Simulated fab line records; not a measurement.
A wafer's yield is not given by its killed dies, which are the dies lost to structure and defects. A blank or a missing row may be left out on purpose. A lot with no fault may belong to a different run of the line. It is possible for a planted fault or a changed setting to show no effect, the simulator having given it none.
fab line records + flow nand_harc
record:
- lots: 6
- wafers: 18
- last_day: 33
route steps=1302 shown A_BLC@1118 END@1302
lots untouched by any fault: they come from a run of this same line in which no faults occurred
start_h: hours from the record's opening day to when the first of the lot's shown wafers began + wait_h: time in hours since the lot's previous step + " the same as in the row above + L1.1+2: one row covering several wafers at once + - either no value or no given start + * or withheld: withheld + < > ~ a bound
route shown NAME@n: names a module that has steps shown in the file, with the first one's number in the route + usual: mean/standard deviation of fault-free wafers + same: alike in all rows + chamber/n: place in a boat + sites: per-site readings + _std_site: standard deviation across them + _edge_site: the outer-site mean with the inner-site mean subtracted + radius_mm: for every site, how far away it sits from the centre of the wafer + mask NAME#n: copy n + behind: the most recent tool/chamber to have shaped the wafer + hold: what put the lot on hold/how long, in hours/how the hold closed + device: whichever transistor did not switch (one of n, p or np) + end of line: tests of these same wafers at the route's end + step lacking rows: just its recipe + killed: the dies lost at the first sort to structure and to defects; this is not the yield of the wafer + map: dies across one wafer; x = killed, . = not, _ = none there
set.NAME: the setting that was run; set.NAME@STEP: the one run at that earlier step + model.NAME: the simulator's own value behind a step, which no gauge read
lots at some steps of the route; a table a step, a row a wafer
services: a tool's chamber out of use, with start hour (start_h, from the record's first day; less than 0 if before it), hours out, and reason
== steps ==
step: NHARC_A_BLC_OVL_MEAS_11
usual:
- overlay_x_nm: -0.1/0.78
- overlay_y_nm: -0.2/0.98
| lot.wafer | tool       | chamber | start_h | wait_h | overlay_x_nm | overlay_y_nm |
|-----------|------------|---------|---------|--------|--------------|--------------|
| L313.2    | overlay-02 | -       | 543.88  | -      | 0.0          | -0.2         |
| L313.3    | "          | -       | "       | "      | -0.2         | 0.0          |
| L313.6    | "          | -       | "       | "      | 0.3          | -0.6         |
| L314.1    | overlay-02 | -       | 558.73  | -      | 0.5          | -1.3         |
| L314.3    | "          | -       | "       | "      | 0.2          | -1.7         |
| L314.4    | "          | -       | "       | "      | 0.5          | -1.1         |
| L316.1    | overlay-02 | -       | 591.28  | -      | 0.0          | 0.3          |
| L316.4    | "          | -       | "       | "      | 0.2          | 0.2          |
| L316.6    | "          | -       | "       | "      | -0.3         | 0.4          |
| L320.1    | overlay-02 | -       | 637.88  | -      | 0.6          | -0.8         |
| L320.3    | "          | -       | "       | "      | -0.2         | -0.7         |
| L320.5    | "          | -       | "       | "      | 0.6          | -0.6         |
| L321.2    | overlay-02 | -       | 638.60  | -      | -1.0         | -0.7         |
| L321.5    | "          | -       | "       | "      | -0.9         | -0.4         |
| L321.6    | "          | -       | "       | "      | -0.5         | -0.6         |
| L332.1    | overlay-02 | -       | 749.63  | -      | -1.9         | -0.5         |
| L332.2    | "          | -       | "       | "      | -1.4         | -0.8         |
| L332.5    | "          | -       | "       | "      | -1.8         | -1.1         |
step: NHARC_A_BLC_INSPECT_12
usual:
- raw_defect_count: 86/38
| lot.wafer | tool              | chamber | start_h | wait_h | raw_defect_count |
|-----------|-------------------|---------|---------|--------|------------------|
| L313.2    | defect_inspect-01 | -       | 543.91  | 0.0    | 31               |
| L313.3    | "                 | -       | "       | "      | 17               |
| L313.6    | "                 | -       | "       | "      | 19               |
| L314.1    | defect_inspect-01 | -       | 558.76  | 0.0    | 114              |
| L314.3    | "                 | -       | "       | "      | 97               |
| L314.4    | "                 | -       | "       | "      | 99               |
| L316.1    | defect_inspect-02 | -       | 591.32  | 0.0    | 127              |
| L316.4    | "                 | -       | "       | "      | 115              |
| L316.6    | "                 | -       | "       | "      | 124              |
| L320.1    | defect_inspect-02 | -       | 637.92  | 0.0    | 30               |
| L320.3    | "                 | -       | "       | "      | 30               |
| L320.5    | "                 | -       | "       | "      | 36               |
| L321.2    | defect_inspect-01 | -       | 638.64  | 0.0    | 171              |
| L321.5    | "                 | -       | "       | "      | 151              |
| L321.6    | "                 | -       | "       | "      | 150              |
| L332.1    | defect_inspect-01 | -       | 749.67  | 0.0    | 109              |
| L332.2    | "                 | -       | "       | "      | 100              |
| L332.5    | "                 | -       | "       | "      | 105              |
step: NHARC_A_BLC_DESCUM_15
recipe:
- time_s: 3
- o2_flow_sccm: 200
- ar_flow_sccm: 0
- bias_power_w: 0
- chemistry: O2
step: NHARC_A_BLC_ETCH_16
recipe:
- target_depth_a: 390
- over_etch_frac: 0.3
- time_s: 65
- ion_energy_ev: 80
- cf4_flow_sccm: 150
- ar_flow_sccm: 0
- rf_w: 300
- bias_w: 100
- chemistry: CF4
step: NHARC_A_BLC_ETCH_17
recipe:
- target_depth_a: 3900
- over_etch_frac: 0.25
- time_s: 609.38
- ion_energy_ev: 200
- n2_flow_sccm: 150
- h2_flow_sccm: 150
- ar_flow_sccm: 0
- rf_w: 400
- bias_w: 150
- chemistry: N2/H2
usual:
- drypump_motor_current_A: 5.9/0.36
- oes_product_au: 1.000/0.012
- rf_vpp_V: 428.9/2.5
- showerhead_plenum_p_Torr: 1.99/0.088
- throttle_valve_pct: 14.171/0.0084
| lot.wafer | tool        | chamber | start_h | wait_h | drypump_motor_current_A | oes_product_au | rf_hours_counter_h | rf_vpp_V | showerhead_plenum_p_Torr | throttle_valve_pct |
|-----------|-------------|---------|---------|--------|-------------------------|----------------|--------------------|----------|--------------------------|--------------------|
| L313.2    | rie_diel-04 | 0       | -       | -      | 5.8                     | 0.983          | 0                  | 427.1    | 1.90                     | 14.177             |
| L313.3    | "           | 2       | "       | "      | 5.5                     | 0.989          | 0                  | 433.2    | 2.13                     | 14.168             |
| L313.6    | "           | 3       | "       | "      | 6.3                     | 0.993          | -                  | 425.7    | 1.91                     | 14.169             |
| L314.4    | rie_diel-06 | 1       | -       | -      | 6.0                     | 1.002          | 24                 | 429.6    | 2.07                     | 14.177             |
| L314.1    | "           | 2       | "       | "      | 5.2                     | 1.002          | 21                 | 435.3    | 2.18                     | 14.155             |
| L314.3    | "           | 3       | "       | "      | 6.4                     | 1.002          | 26                 | 430.3    | 1.98                     | 14.175             |
| L316.4    | rie_diel-04 | 3       | -       | -      | 6.3                     | 1.001          | 4                  | 428.2    | 1.91                     | 14.178             |
| L316.1    | "           | 0       | "       | "      | 5.8                     | 0.988          | 5                  | 426.3    | 1.90                     | 14.177             |
| L316.6    | "           | 3       | "       | "      | 6.3                     | 0.999          | -                  | 424.9    | 1.91                     | 14.178             |
| L320.1    | rie_diel-07 | 3       | -       | -      | 5.6                     | 1.000          | 9                  | 427.7    | 1.91                     | 14.178             |
| L320.3    | "           | 0       | "       | "      | 5.6                     | 1.022          | 8                  | 434.1    | 2.17                     | 14.182             |
| L320.5    | "           | 2       | "       | "      | 6.5                     | 1.015          | -                  | 430.4    | 2.01                     | 14.182             |
| L321.2    | rie_diel-06 | 2       | -       | -      | 5.2                     | 0.984          | 44                 | 433.0    | 2.17                     | 14.165             |
| L321.6    | "           | 2       | "       | "      | 5.2                     | 0.990          | -                  | 432.7    | 2.17                     | 14.172             |
| L321.5    | "           | 3       | "       | "      | 6.4                     | 1.005          | -                  | 429.6    | 1.97                     | 14.169             |
| L332.2    | rie_diel-07 | 3       | -       | -      | 5.5                     | 1.012          | 5                  | 426.7    | 1.91                     | 14.173             |
| L332.1    | "           | 1       | "       | "      | 6.2                     | 1.012          | 5                  | 426.2    | 1.93                     | 14.174             |
| L332.5    | "           | 2       | "       | "      | 6.5                     | 0.979          | -                  | 429.8    | 2.01                     | 14.170             |
step: NHARC_A_BLC_ETCH_18
recipe:
- target_depth_a: 9100
- c4f8_flow_sccm: 20
- o2_flow_sccm: 10
- ar_flow_sccm: withheld
- rf_w: 600
- bias_w: 1500
- chemistry: C4F8/O2/Ar
step: NHARC_A_BLC_CD_MEAS_19
usual:
- cd_nm: 100.3/2.1
| lot.wafer | tool      | chamber | start_h | wait_h | cd_nm |
|-----------|-----------|---------|---------|--------|-------|
| L313.2    | cd_sem-02 | -       | 544.96  | -      | 101.2 |
| L313.3    | "         | -       | "       | "      | 102.7 |
| L313.6    | "         | -       | "       | "      | 101.0 |
| L314.1    | cd_sem-03 | -       | 559.79  | -      | 99.2  |
| L314.3    | "         | -       | "       | "      | 97.0  |
| L314.4    | "         | -       | "       | "      | 102.6 |
| L316.1    | cd_sem-02 | -       | 592.35  | -      | 101.3 |
| L316.4    | "         | -       | "       | "      | 99.3  |
| L316.6    | "         | -       | "       | "      | 99.6  |
| L320.1    | cd_sem-01 | -       | 638.94  | -      | 98.0  |
| L320.3    | "         | -       | "       | "      | 101.8 |
| L320.5    | "         | -       | "       | "      | 98.7  |
| L321.2    | cd_sem-02 | -       | 639.67  | -      | 99.4  |
| L321.5    | "         | -       | "       | "      | 97.8  |
| L321.6    | "         | -       | "       | "      | 100.5 |
| L332.1    | cd_sem-01 | -       | 750.69  | -      | 98.6  |
| L332.2    | "         | -       | "       | "      | 101.2 |
| L332.5    | "         | -       | "       | "      | 96.0  |
step: NHARC_A_BLC_STRIP_29
recipe:
- cf4_flow_sccm: 150
- ar_flow_sccm: 0
- bias_w: 0
- chemistry: CF4
usual:
- drypump_motor_current_A: 5.9/0.36
- oes_product_au: 1.003/0.012
- rf_vpp_V: 59.1/0.87
- showerhead_plenum_p_Torr: 1.73/0.072
- throttle_valve_pct: 13.284/0.0089
| lot.wafer | tool        | chamber | start_h | wait_h | drypump_motor_current_A | oes_product_au | rf_hours_counter_h | rf_vpp_V | showerhead_plenum_p_Torr | throttle_valve_pct |
|-----------|-------------|---------|---------|--------|-------------------------|----------------|--------------------|----------|--------------------------|--------------------|
| L313.2    | rie_diel-07 | 3       | 545.04  | 0.1    | 5.5                     | 0.994          | 3                  | 58.1     | 1.67                     | 13.261             |
| L313.3    | "           | 1       | "       | "      | 6.2                     | 1.016          | 4                  | 58.7     | 1.69                     | 13.279             |
| L313.6    | "           | 1       | "       | "      | 6.2                     | 1.014          | -                  | 60.2     | 1.69                     | 13.276             |
| L314.4    | rie_diel-07 | 1       | 559.87  | 0.1    | 6.2                     | 1.014          | 5                  | 60.1     | 1.69                     | 13.291             |
| L314.1    | "           | 2       | "       | "      | 6.5                     | 0.987          | 5                  | 59.2     | 1.75                     | 13.276             |
| L314.3    | "           | 0       | "       | "      | 5.6                     | 1.005          | 4                  | 60.5     | 1.87                     | 13.301             |
| L316.4    | rie_diel-07 | 3       | 592.45  | 0.1    | 5.5                     | 1.009          | 7                  | 57.4     | 1.67                     | 13.287             |
| L316.1    | "           | 0       | "       | "      | 5.6                     | 1.024          | 7                  | 59.6     | 1.87                     | 13.282             |
| L316.6    | "           | 2       | "       | "      | 6.5                     | 0.988          | -                  | 58.1     | 1.75                     | 13.285             |
| L320.3    | rie_diel-07 | 3       | 639.02  | 0.1    | 5.5                     | 0.998          | 9                  | 59.1     | 1.66                     | 13.272             |
| L320.1    | "           | 1       | "       | "      | 6.2                     | 1.021          | 10                 | 58.7     | 1.69                     | 13.267             |
| L320.5    | "           | 0       | "       | "      | 5.6                     | 1.009          | -                  | 59.9     | 1.87                     | 13.287             |
| L321.2    | rie_diel-07 | 0       | 639.77  | 0.1    | 5.6                     | 1.015          | 9                  | 58.8     | 1.87                     | 13.272             |
| L321.6    | "           | 1       | "       | "      | 6.1                     | 1.012          | -                  | 58.1     | 1.69                     | 13.292             |
| L321.5    | "           | 2       | "       | "      | 6.5                     | 0.994          | -                  | 59.4     | 1.75                     | 13.294             |
| L332.2    | rie_diel-04 | 0       | 750.78  | 0.1    | 5.7                     | 0.994          | 3                  | 59.8     | 1.66                     | 13.280             |
| L332.1    | "           | 1       | "       | "      | 5.7                     | 0.988          | 3                  | 59.1     | 1.76                     | 13.278             |
| L332.5    | "           | 3       | "       | "      | 6.3                     | 0.988          | -                  | 59.1     | 1.66                     | 13.296             |
step: NHARC_A_BLC_STRIP_21
recipe:
- o2_flow_sccm: 500
- ar_flow_sccm: 0
- bias_w: 0
- chemistry: O2
usual:
- drypump_motor_current_A: 5.9/0.36
- oes_product_au: 1.003/0.012
- rf_vpp_V: 57.7/0.83
- showerhead_plenum_p_Torr: 3.45/0.15
- throttle_valve_pct: 17.037/0.01
| lot.wafer | tool        | chamber | start_h | wait_h | drypump_motor_current_A | oes_product_au | rf_hours_counter_h | rf_vpp_V | showerhead_plenum_p_Torr | throttle_valve_pct |
|-----------|-------------|---------|---------|--------|-------------------------|----------------|--------------------|----------|--------------------------|--------------------|
| L313.3    | rie_diel-07 | 1       | 545.16  | 0.1    | 6.2                     | 1.019          | 4                  | 57.1     | 3.37                     | 17.039             |
| L313.2    | "           | 3       | "       | "      | 5.6                     | 1.007          | 3                  | 57.1     | 3.32                     | 17.054             |
| L313.6    | "           | 2       | "       | "      | 6.5                     | 0.998          | -                  | 57.7     | 3.49                     | 17.050             |
| L314.4    | rie_diel-07 | 2       | 559.97  | 0.1    | 6.5                     | 1.003          | 5                  | 56.7     | 3.49                     | 17.038             |
| L314.3    | "           | 0       | "       | "      | 5.6                     | 1.013          | 4                  | 59.1     | 3.74                     | 17.031             |
| L314.1    | "           | 1       | "       | "      | 6.2                     | 1.018          | 5                  | 58.0     | 3.37                     | 17.044             |
| L316.1    | rie_diel-07 | 1       | 592.55  | 0.1    | 6.2                     | 1.010          | 8                  | 56.8     | 3.37                     | 17.038             |
| L316.4    | "           | 2       | "       | "      | 6.5                     | 0.999          | 7                  | 58.4     | 3.49                     | 17.040             |
| L316.6    | "           | 0       | "       | "      | 5.6                     | 1.002          | -                  | 57.9     | 3.74                     | 17.033             |
| L320.1    | rie_diel-07 | 0       | 639.14  | 0.1    | 5.6                     | 1.014          | 9                  | 58.8     | 3.74                     | 17.043             |
| L320.3    | "           | 1       | "       | "      | 6.1                     | 1.026          | 10                 | 57.6     | 3.37                     | 17.023             |
| L320.5    | "           | 3       | "       | "      | 5.6                     | 0.999          | -                  | 57.1     | 3.32                     | 17.045             |
| L321.2    | rie_diel-07 | 2       | 639.85  | 0.1    | 6.5                     | 0.997          | 9                  | 56.3     | 3.49                     | 17.026             |
| L321.5    | "           | 1       | "       | "      | 6.2                     | 1.012          | -                  | 57.6     | 3.37                     | 17.031             |
| L321.6    | "           | 2       | "       | "      | 6.5                     | 1.010          | -                  | 57.9     | 3.49                     | 17.038             |
| L332.1    | rie_diel-04 | 3       | 750.91  | 0.1    | 6.3                     | 0.993          | 3                  | 58.3     | 3.32                     | 17.035             |
| L332.2    | "           | 0       | "       | "      | 5.8                     | 0.998          | 3                  | 56.9     | 3.30                     | 17.026             |
| L332.5    | "           | 3       | "       | "      | 6.3                     | 0.999          | -                  | 57.9     | 3.32                     | 17.049             |
step: NHARC_A_BLC_STRIP_22
recipe:
- time_s: 600
- temp_c: 30
- chemistry: post_etch_residue_remover
step: NHARC_A_BLC_DEGAS_30
recipe:
- temp_c: 300
- time_s: 60
step: NHARC_A_BLC_PRE_CLEAN_31
recipe:
- time_s: 15
- bias_v: 250
- gas: Ar
step: NHARC_A_BLC_PVD_32
recipe:
- target_thk_a: 50
- chamber_pressure_pa: 5
- power_w: 5000
- substrate_temp_c: 200
- time_s: 17.7
- material: Ti
usual:
- throttle_valve_pct: 29.8/0.96
| lot.wafer | tool           | chamber | start_h | wait_h | throttle_valve_pct |
|-----------|----------------|---------|---------|--------|--------------------|
| L313.2    | pvd_sputter-02 | -       | 545.74  | -      | 31.7               |
| L313.3    | "              | -       | "       | "      | 29.6               |
| L313.6    | "              | -       | "       | "      | 31.3               |
| L314.1    | pvd_sputter-03 | -       | 560.52  | -      | 29.9               |
| L314.3    | "              | -       | "       | "      | 31.4               |
| L314.4    | "              | -       | "       | "      | 30.4               |
| L316.1    | pvd_sputter-01 | -       | 593.10  | -      | 28.7               |
| L316.4    | "              | -       | "       | "      | 28.5               |
| L316.6    | "              | -       | "       | "      | 28.7               |
| L320.3    | pvd_sputter-03 | -       | 639.67  | -      | 30.0               |
| L320.1    | "              | -       | "       | "      | 28.8               |
| L320.5    | "              | -       | "       | "      | 30.9               |
| L321.2    | pvd_sputter-03 | -       | 640.41  | -      | 31.1               |
| L321.5    | "              | -       | "       | "      | 28.7               |
| L321.6    | "              | -       | "       | "      | 29.4               |
| L332.1    | pvd_sputter-02 | -       | 751.46  | -      | 31.5               |
| L332.2    | "              | -       | "       | "      | 30.9               |
| L332.5    | "              | -       | "       | "      | 31.1               |
step: NHARC_A_BLC_ALD_23
recipe:
- target_thk_a: 30
- pulse_time_s: 1
- ald_cycles: 150
- temp_c: 450
- material: TiN
usual:
- heater_power_w: 1083/100
- precursor_pulse_height_rel: 0.999/0.02
| lot.wafer | tool         | chamber | start_h | wait_h | heater_power_w | precursor_pulse_height_rel |
|-----------|--------------|---------|---------|--------|----------------|----------------------------|
| L313.3    | ald_metal-04 | 1       | 545.85  | -      | 1215           | 1.009                      |
| L313.2    | "            | 2       | "       | "      | 973            | 1.002                      |
| L313.6    | "            | 0       | "       | "      | 1107           | 0.997                      |
| L314.1    | ald_metal-02 | 0       | 560.66  | -      | 1170           | 1.013                      |
| L314.4    | "            | 1       | "       | "      | 1222           | 0.973                      |
| L314.3    | "            | 2       | "       | "      | 1079           | 0.995                      |
| L316.1    | ald_metal-02 | 2       | 593.19  | -      | 1060           | 1.036                      |
| L316.4    | "            | 3       | "       | "      | 1033           | 0.992                      |
| L316.6    | "            | 2       | "       | "      | 1062           | 0.995                      |
| L320.1    | ald_metal-04 | 2       | 639.78  | -      | 957            | 1.040                      |
| L320.3    | "            | 1       | "       | "      | 1213           | 1.049                      |
| L320.5    | "            | 3       | "       | "      | 1002           | 1.017                      |
| L321.2    | ald_metal-03 | 3       | 640.58  | -      | 993            | 1.002                      |
| L321.5    | "            | 0       | "       | "      | 1050           | 1.016                      |
| L321.6    | "            | 1       | "       | "      | 1006           | 1.018                      |
| L332.2    | ald_metal-02 | 1       | 751.61  | -      | 1229           | 1.003                      |
| L332.1    | "            | 2       | "       | "      | 1142           | 1.004                      |
| L332.5    | "            | 0       | "       | "      | 1138           | 1.013                      |
step: NHARC_A_BLC_CVD_24
recipe:
- target_thk_a: 1500
- temp_c: 300
- pressure_torr: 40
- wf6_flow_sccm: 40
- h2_flow_sccm: 1600
- ar_flow_sccm: 1560
- time_s: 434
- material: W
usual:
- heater_power_w: 441/25
- throttle_valve_pct: 8.21/0.2
| lot.wafer | tool     | chamber | start_h | wait_h | heater_power_w | throttle_valve_pct |
|-----------|----------|---------|---------|--------|----------------|--------------------|
| L313.2    | cvd_w-01 | 0       | -       | -      | 427            | 8.37               |
| L313.3    | "        | 0       | "       | "      | 422            | 8.36               |
| L313.6    | "        | 1       | "       | "      | 429            | 8.56               |
| L314.1    | cvd_w-01 | 1       | -       | -      | 396            | 8.29               |
| L314.4    | "        | 0       | "       | "      | 442            | 8.58               |
| L314.3    | "        | 1       | "       | "      | 409            | 8.30               |
| L316.1    | cvd_w-01 | 1       | -       | -      | 405            | 8.39               |
| L316.4    | "        | 1       | "       | "      | 405            | 8.24               |
| L316.6    | "        | 0       | "       | "      | 451            | 7.98               |
| L320.1    | cvd_w-01 | 0       | -       | -      | 464            | 8.32               |
| L320.3    | "        | 0       | "       | "      | 427            | 8.37               |
| L320.5    | "        | 0       | "       | "      | 453            | 8.49               |
| L321.2    | cvd_w-01 | 1       | -       | -      | 405            | 8.39               |
| L321.5    | "        | 1       | "       | "      | 416            | 8.36               |
| L321.6    | "        | 0       | "       | "      | 440            | 8.10               |
| L332.1    | cvd_w-01 | 0       | -       | -      | 411            | 8.10               |
| L332.2    | "        | 1       | "       | "      | 419            | 8.19               |
| L332.5    | "        | 1       | "       | "      | 411            | 8.06               |
step: NHARC_A_BLC_CMP_25
recipe:
- t_overpolish_s: 30
- target_thk_nm: 150
step: NHARC_A_BLC_SRD_27
step: NHARC_A_BLC_INSPECT_28
usual:
- raw_defect_count: 513/110
| lot.wafer | tool              | chamber | start_h | wait_h | raw_defect_count |
|-----------|-------------------|---------|---------|--------|------------------|
| L313.2    | defect_inspect-02 | -       | 546.97  | 0.1    | 464              |
| L313.3    | "                 | -       | "       | "      | 355              |
| L313.6    | "                 | -       | "       | "      | 490              |
| L314.1    | defect_inspect-01 | -       | 561.77  | 0.1    | 469              |
| L314.3    | "                 | -       | "       | "      | 605              |
| L314.4    | "                 | -       | "       | "      | 572              |
| L316.1    | defect_inspect-02 | -       | 594.32  | 0.1    | 416              |
| L316.4    | "                 | -       | "       | "      | 432              |
| L316.6    | "                 | -       | "       | "      | 494              |
| L320.1    | defect_inspect-01 | -       | 640.93  | 0.1    | 582              |
| L320.3    | "                 | -       | "       | "      | 611              |
| L320.5    | "                 | -       | "       | "      | 432              |
| L321.2    | defect_inspect-01 | -       | 641.97  | 0.1    | 679              |
| L321.5    | "                 | -       | "       | "      | 697              |
| L321.6    | "                 | -       | "       | "      | 673              |
| L332.1    | defect_inspect-01 | -       | 752.70  | 0.1    | 624              |
| L332.2    | "                 | -       | "       | "      | 477              |
| L332.5    | "                 | -       | "       | "      | 665              |
step: NHARC_END_SORT_01
recipe:
- temp_c: 25
usual:
- killed_at_array: 51/18
- killed_at_other: 1.0/1.2
- killed_at_periphery: 3.7/2.9
- killed_dies: 55/19
- killed_open: 3.5/1.9
- killed_short: 2.6/1.6
same:
- gross_dies: 677
| lot.wafer | tool      | chamber | start_h | wait_h | killed_at_array | killed_at_other | killed_at_periphery | killed_dies | killed_open | killed_short |
|-----------|-----------|---------|---------|--------|-----------------|-----------------|---------------------|-------------|-------------|--------------|
| L320.1    | prober-01 | 0       | 682.91  | 2.5    | 673             | 0               | 4                   | 677         | 1           | 1            |
| L320.3    | prober-01 | 0       | 684.54  | 3.1    | 675             | 0               | 2                   | 677         | 4           | 3            |
| L320.5    | prober-01 | 0       | 686.18  | 3.8    | 672             | 0               | 5                   | 677         | 5           | 3            |
| L321.2    | prober-02 | 0       | 683.71  | 2.8    | 671             | 0               | 6                   | 677         | 2           | 3            |
| L321.5    | prober-02 | 0       | 686.09  | 3.7    | 670             | 0               | 7                   | 677         | 2           | 3            |
| L321.6    | prober-02 | 0       | 686.89  | 4.0    | 671             | 0               | 6                   | 677         | 1           | 0            |
killed by level:class
L320.1 A_BLC:area_pvd=646 A_CHANNEL_HOLE_D1:chamber_film_flake=11 A_STAIRCASE:chamber_film_flake=4 P_GATE:chamber_film_flake=3 A_CHANNEL_HOLE_D2:chamber_film_flake=3 A_SLIT:chamber_film_flake=2 A_WL_FILL:chamber_film_flake=2 A_CHANNEL_HOLE_D2:geometric_particle:open=1
L321.2 A_BLC:area_pvd=595 A_CHANNEL_HOLE_D1:chamber_film_flake=38 A_SLIT:chamber_film_flake=12 P_GATE:chamber_film_flake=6 A_CHANNEL_HOLE_D2:chamber_film_flake=5 A_STAIRCASE:chamber_film_flake=4 A_CONTACT:chamber_film_flake=4 A_CHANNEL_FILL_D2:chamber_film_flake=3
L320.3 A_BLC:area_pvd=642 A_STAIRCASE:chamber_film_flake=7 A_CHANNEL_HOLE_D1:chamber_film_flake=5 A_SLIT:chamber_film_flake=4 A_CHANNEL_FILL_D2:chamber_film_flake=3 A_CONTACT:geometric_particle:open=2 A_DECK1_JOINT:chamber_film_flake=2 A_CHANNEL_HOLE_D2:chamber_film_flake=2
L321.5 A_BLC:area_pvd=599 A_CHANNEL_HOLE_D1:chamber_film_flake=38 A_SLIT:chamber_film_flake=10 P_GATE:chamber_film_flake=6 A_STAIRCASE:chamber_film_flake=5 A_CHANNEL_HOLE_D2:chamber_film_flake=4 A_CHANNEL_FILL_D2:chamber_film_flake=2 A_SGD_CUT:chamber_film_flake=2
L320.5 A_BLC:area_pvd=643 A_CHANNEL_HOLE_D2:chamber_film_flake=8 A_STAIRCASE:chamber_film_flake=7 A_CHANNEL_HOLE_D1:chamber_film_flake=3 A_CHANNEL_HOLE_D2:geometric_particle:open=2 A_SLIT:chamber_film_flake=2 P_ZERO_WELL:geometric_particle:short=1 P_GATE:geometric_particle:open=1
L321.6 A_BLC:area_pvd=584 A_CHANNEL_HOLE_D1:chamber_film_flake=33 A_SLIT:chamber_film_flake=26 A_CHANNEL_HOLE_D2:chamber_film_flake=16 P_GATE:chamber_film_flake=6 A_STAIRCASE:chamber_film_flake=5 A_CHANNEL_FILL_D2:chamber_film_flake=2 A_SGD_CUT:chamber_film_flake=2
map L320.1 (x killed, . not)
____________x____________
_________xxxxxxx_________
_______xxxxxxxxxxx_______
______xxxxxxxxxxxxx______
_____xxxxxxxxxxxxxxx_____
____xxxxxxxxxxxxxxxxx____
____xxxxxxxxxxxxxxxxx____
___xxxxxxxxxxxxxxxxxxx___
___xxxxxxxxxxxxxxxxxxx___
__xxxxxxxxxxxxxxxxxxxxx__
__xxxxxxxxxxxxxxxxxxxxx__
_xxxxxxxxxxxxxxxxxxxxxxx_
_xxxxxxxxxxxxxxxxxxxxxxx_
_xxxxxxxxxxxxxxxxxxxxxxx_
_xxxxxxxxxxxxxxxxxxxxxxx_
_xxxxxxxxxxxxxxxxxxxxxxx_
xxxxxxxxxxxxxxxxxxxxxxxxx
xxxxxxxxxxxxxxxxxxxxxxxxx
xxxxxxxxxxxxxxxxxxxxxxxxx
xxxxxxxxxxxxxxxxxxxxxxxxx
xxxxxxxxxxxxxxxxxxxxxxxxx
_xxxxxxxxxxxxxxxxxxxxxxx_
_xxxxxxxxxxxxxxxxxxxxxxx_
_xxxxxxxxxxxxxxxxxxxxxxx_
_xxxxxxxxxxxxxxxxxxxxxxx_
_xxxxxxxxxxxxxxxxxxxxxxx_
__xxxxxxxxxxxxxxxxxxxxx__
__xxxxxxxxxxxxxxxxxxxxx__
___xxxxxxxxxxxxxxxxxxx___
___xxxxxxxxxxxxxxxxxxx___
____xxxxxxxxxxxxxxxxx____
____xxxxxxxxxxxxxxxxx____
_____xxxxxxxxxxxxxxx_____
______xxxxxxxxxxxxx______
_______xxxxxxxxxxx_______
_________xxxxxxx_________
____________x____________
map L321.2 (x killed, . not)
____________x____________
_________xxxxxxx_________
_______xxxxxxxxxxx_______
______xxxxxxxxxxxxx______
_____xxxxxxxxxxxxxxx_____
____xxxxxxxxxxxxxxxxx____
____xxxxxxxxxxxxxxxxx____
___xxxxxxxxxxxxxxxxxxx___
___xxxxxxxxxxxxxxxxxxx___
__xxxxxxxxxxxxxxxxxxxxx__
__xxxxxxxxxxxxxxxxxxxxx__
_xxxxxxxxxxxxxxxxxxxxxxx_
_xxxxxxxxxxxxxxxxxxxxxxx_
_xxxxxxxxxxxxxxxxxxxxxxx_
_xxxxxxxxxxxxxxxxxxxxxxx_
_xxxxxxxxxxxxxxxxxxxxxxx_
xxxxxxxxxxxxxxxxxxxxxxxxx
xxxxxxxxxxxxxxxxxxxxxxxxx
xxxxxxxxxxxxxxxxxxxxxxxxx
xxxxxxxxxxxxxxxxxxxxxxxxx
xxxxxxxxxxxxxxxxxxxxxxxxx
_xxxxxxxxxxxxxxxxxxxxxxx_
_xxxxxxxxxxxxxxxxxxxxxxx_
_xxxxxxxxxxxxxxxxxxxxxxx_
_xxxxxxxxxxxxxxxxxxxxxxx_
_xxxxxxxxxxxxxxxxxxxxxxx_
__xxxxxxxxxxxxxxxxxxxxx__
__xxxxxxxxxxxxxxxxxxxxx__
___xxxxxxxxxxxxxxxxxxx___
___xxxxxxxxxxxxxxxxxxx___
____xxxxxxxxxxxxxxxxx____
____xxxxxxxxxxxxxxxxx____
_____xxxxxxxxxxxxxxx_____
______xxxxxxxxxxxxx______
_______xxxxxxxxxxx_______
_________xxxxxxx_________
____________x____________
== services ==
| tool           | chamber | start_h | hours | kind   |
|----------------|---------|---------|-------|--------|
| cvd_w-01       | 0       | 521.54  | 6.5   | repair |
| pvd_sputter-03 | -       | 526.00  | 10.0  | pm     |
| rie_diel-07    | 2       | 526.90  | 1.2   | repair |
| rie_diel-04    | -       | 531.90  | 9.0   | pm     |
| rie_diel-07    | 0       | 541.29  | 7.0   | repair |
| cvd_w-01       | -       | 547.00  | 13.0  | pm     |
| pvd_sputter-03 | -       | 566.01  | 5.3   | repair |
| pvd_sputter-02 | -       | 571.92  | 2.0   | repair |
| rie_diel-04    | 2       | 592.62  | 2.7   | repair |
| ald_metal-02   | -       | 610.00  | 10.0  | pm     |
| rie_diel-07    | 2       | 613.91  | 6.3   | repair |
| rie_diel-06    | -       | 614.35  | 17.7  | repair |
| rie_diel-04    | 3       | 620.02  | 2.6   | repair |
| pvd_sputter-02 | -       | 638.01  | 10.0  | pm     |
| rie_diel-07    | -       | 648.64  | 9.0   | pm     |
| rie_diel-04    | 2       | 649.77  | 103.8 | repair |
| ald_metal-04   | -       | 652.00  | 10.0  | pm     |
| ald_metal-02   | 0       | 684.09  | 3.5   | repair |
| rie_diel-04    | -       | 689.84  | 1.3   | repair |
| rie_diel-04    | 3       | 694.26  | 3.5   | repair |
| pvd_sputter-03 | -       | 704.00  | 10.0  | pm     |
| rie_diel-04    | -       | 708.90  | 9.0   | pm     |
| rie_diel-07    | 0       | 712.33  | 10.1  | repair |
| cvd_w-01       | -       | 728.00  | 13.0  | pm     |
== key ==
first_sign:
- step: NHARC_END_SORT_01
- reading: killed_at_array
- direction: up
- sigmas: 34
- usual: 51
- struck: 672
effect:
- step: NHARC_END_SORT_01
- reading: killed_dies
- direction: up
- sigmas: 33
- usual: 55
- struck: 677
more_kills_born_at:
- NHARC_A_BLC_PVD_32@pvd_sputter-03: 3709
met_at NHARC_A_BLC_PVD_32
struck_wafers L320.1,L320.3,L320.5,L321.2,L321.5,L321.6
later_rows_left_out L320.1,L320.3,L320.5,L321.2,L321.5,L321.6
tester_left_out L320,L321
onset_between 560.52 639.67
also_fits NHARC_A_BLC_STRIP_29:rie_diel-07,NHARC_A_BLC_STRIP_21:rie_diel-07
fault:
- kind: process_parameter_drift
- tool: pvd_sputter-03
- chamber: -
- onset_h: 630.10
- steps: NHARC_A_BLC_PVD_32
- channel: target_thk_a
- offset: *
- shape: step
- end_h: 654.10
- acts_in: *
- stated: *
tester_left_out: of these lots the tester's yield and bins aren't shown, on N5 and GAA mostly nor the transistor test; their killed dies are dies lost to structure and defects alone, not to doping, threshold or leakage, so they don't give the yield
later_rows_left_out: the simulator's readings of these wafers behind a module that went badly wrong aren't trusted and aren't shown, but for the sort
